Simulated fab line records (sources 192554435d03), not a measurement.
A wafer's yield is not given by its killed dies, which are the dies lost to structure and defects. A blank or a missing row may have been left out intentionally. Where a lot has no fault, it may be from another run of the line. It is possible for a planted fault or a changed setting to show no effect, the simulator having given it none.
Which of the tools did it? :: flow n5Finfet :: 8 lots, 24 wafers sampled, at 5 steps of a route of 1938

WHAT THE GAUGES READ, wafer by wafer
N5_BEOL_M4_RC_MEAS_101.
lot: L384
measured: day 7 20:13
on: prober-01
DIBL_N (mV/V): 34.9 36.4 39.0

lot: L385
measured: day 7 22:32
on: prober-02
DIBL_N (mV/V): 37.0 43.5 39.5

lot: L388
measured: day 9 14:45
on: prober-02
DIBL_N (mV/V): 31.4 36.5 35.3

lot: L389
measured: day 10 00:55
on: prober-02
DIBL_N (mV/V): 32.8 35.5 34.9

lot: L396
measured: day 11 09:40
on: prober-02
DIBL_N (mV/V): 35.0 33.4 32.7

lot: L402
measured: day 12 22:44
on: prober-02
DIBL_N (mV/V): 34.7 37.8 34.3

lot: L403
measured: day 13 05:12
on: prober-02
DIBL_N (mV/V): 36.9 37.6 37.0

lot: L406
measured: day 14 07:22
on: prober-02
DIBL_N (mV/V): 40.0 36.7 41.0

TOOL THAT RAN EACH LOT (tool first, then ch and the chambers of the sampled wafers, then the start)
lot: L384
N5_BEOL_M0_SAQP_SPACER2_ALD_26: aldSin-03 ch 0,1,3, day 5 14:40
N5_BEOL_M0_SAQP_MANDREL2_REMOVE_110: rieSi-06 ch 1,2,3, day 5 15:19
N5_BEOL_M0_SAQP_ETCH_88: rieDiel-05 ch 1,2,3, day 5 16:15
N5_BEOL_M0_SAQP_ETCH_73: rieDiel-05 ch 1,2,3, day 5 16:16

lot: L385
N5_BEOL_M0_SAQP_SPACER2_ALD_26: aldSin-02 ch 2,3, day 5 21:17
N5_BEOL_M0_SAQP_MANDREL2_REMOVE_110: rieSi-05 ch 2,3, day 5 21:55
N5_BEOL_M0_SAQP_ETCH_88: rieDiel-05 ch 1,2,3, day 5 22:29
N5_BEOL_M0_SAQP_ETCH_73: rieDiel-05 ch 1,2,3, day 5 22:31

lot: L388
N5_BEOL_M0_SAQP_SPACER2_ALD_26: aldSin-02 ch 0,2,3, day 6 20:13
N5_BEOL_M0_SAQP_MANDREL2_REMOVE_110: rieSi-04 ch 0,1,3, day 6 20:52
N5_BEOL_M0_SAQP_ETCH_88: rieDiel-02 ch 0,1,3, day 6 21:26
N5_BEOL_M0_SAQP_ETCH_73: rieDiel-02 ch 0,1,3, day 6 21:28

lot: L389
N5_BEOL_M0_SAQP_SPACER2_ALD_26: aldSin-01 ch 1,2, day 7 04:56
N5_BEOL_M0_SAQP_MANDREL2_REMOVE_110: rieSi-04 ch 0,2,3, day 7 05:37
N5_BEOL_M0_SAQP_ETCH_88: rieDiel-02 ch 1,2, day 7 06:11
N5_BEOL_M0_SAQP_ETCH_73: rieDiel-02 ch 1,2, day 7 06:12

lot: L396
N5_BEOL_M0_SAQP_SPACER2_ALD_26: aldSin-03 ch 0,1,2, day 8 13:53
N5_BEOL_M0_SAQP_MANDREL2_REMOVE_110: rieSi-06 ch 0,1,3, day 8 14:32
N5_BEOL_M0_SAQP_ETCH_88: rieDiel-02 ch 0,1, day 8 15:06
N5_BEOL_M0_SAQP_ETCH_73: rieDiel-02 ch 0,1, day 8 15:07

lot: L402
N5_BEOL_M0_SAQP_SPACER2_ALD_26: aldSin-02 ch 2,3, day 10 01:52
N5_BEOL_M0_SAQP_MANDREL2_REMOVE_110: rieSi-05 ch 0,1,3, day 10 02:30
N5_BEOL_M0_SAQP_ETCH_88: rieDiel-03 ch 2,3, day 10 03:05
N5_BEOL_M0_SAQP_ETCH_73: rieDiel-03 ch 2,3, day 10 03:07

lot: L403
N5_BEOL_M0_SAQP_SPACER2_ALD_26: aldSin-01 ch 0,1,2, day 10 09:07
N5_BEOL_M0_SAQP_MANDREL2_REMOVE_110: rieSi-05 ch 2,3, day 10 09:45
N5_BEOL_M0_SAQP_ETCH_88: rieDiel-05 ch 0,1, day 10 10:27
N5_BEOL_M0_SAQP_ETCH_73: rieDiel-05 ch 0,1, day 10 10:28

lot: L406
N5_BEOL_M0_SAQP_SPACER2_ALD_26: aldSin-02 ch 0,1,3, day 11 05:37
N5_BEOL_M0_SAQP_MANDREL2_REMOVE_110: rieSi-04 ch 1,2, day 11 06:22
N5_BEOL_M0_SAQP_ETCH_88: rieDiel-03 ch 0,2,3, day 11 06:56
N5_BEOL_M0_SAQP_ETCH_73: rieDiel-03 ch 0,2,3, day 11 06:58
- N5_BEOL_M0_SAQP_SPACER2_ALD_26: deposits SiO2, target thk 15 nm, pulse time 1 s, purge time 2 s.
- N5_BEOL_M0_SAQP_MANDREL2_REMOVE_110: chemistry HBr/Cl2/O2, target a-Si, stops on SiCN, bt time 10 s.
- N5_BEOL_M0_SAQP_ETCH_88: etches underlayer in N2/H2, target depth 6.5 nm, time 5.2 s.
- N5_BEOL_M0_SAQP_ETCH_73: etches SiARC in CF4, target depth 19.5 nm, time 32.5 s.

THE ANSWER, worked out from the rows above alone
Rule: the usual values come from the lots themselves. The widest of any qualifying gaps counts: lots, ordered by their means at a reading, are off when they make up no more than a third of the lots, leave a main group of 4 or more, and stand apart from it by 3 or more times the standard deviation of that group's means. Not used: any main group whose means are identical at the precision the tables above print for the reading. A lot without any number at a reading at which 4 lots or more have one is off too. Where the step has rows for the other lots, those lots are counted as sound.
Across all readings shown, no lot is off: no conclusion can be drawn from this.

WHAT THE SIMULATOR HAD PUT IN
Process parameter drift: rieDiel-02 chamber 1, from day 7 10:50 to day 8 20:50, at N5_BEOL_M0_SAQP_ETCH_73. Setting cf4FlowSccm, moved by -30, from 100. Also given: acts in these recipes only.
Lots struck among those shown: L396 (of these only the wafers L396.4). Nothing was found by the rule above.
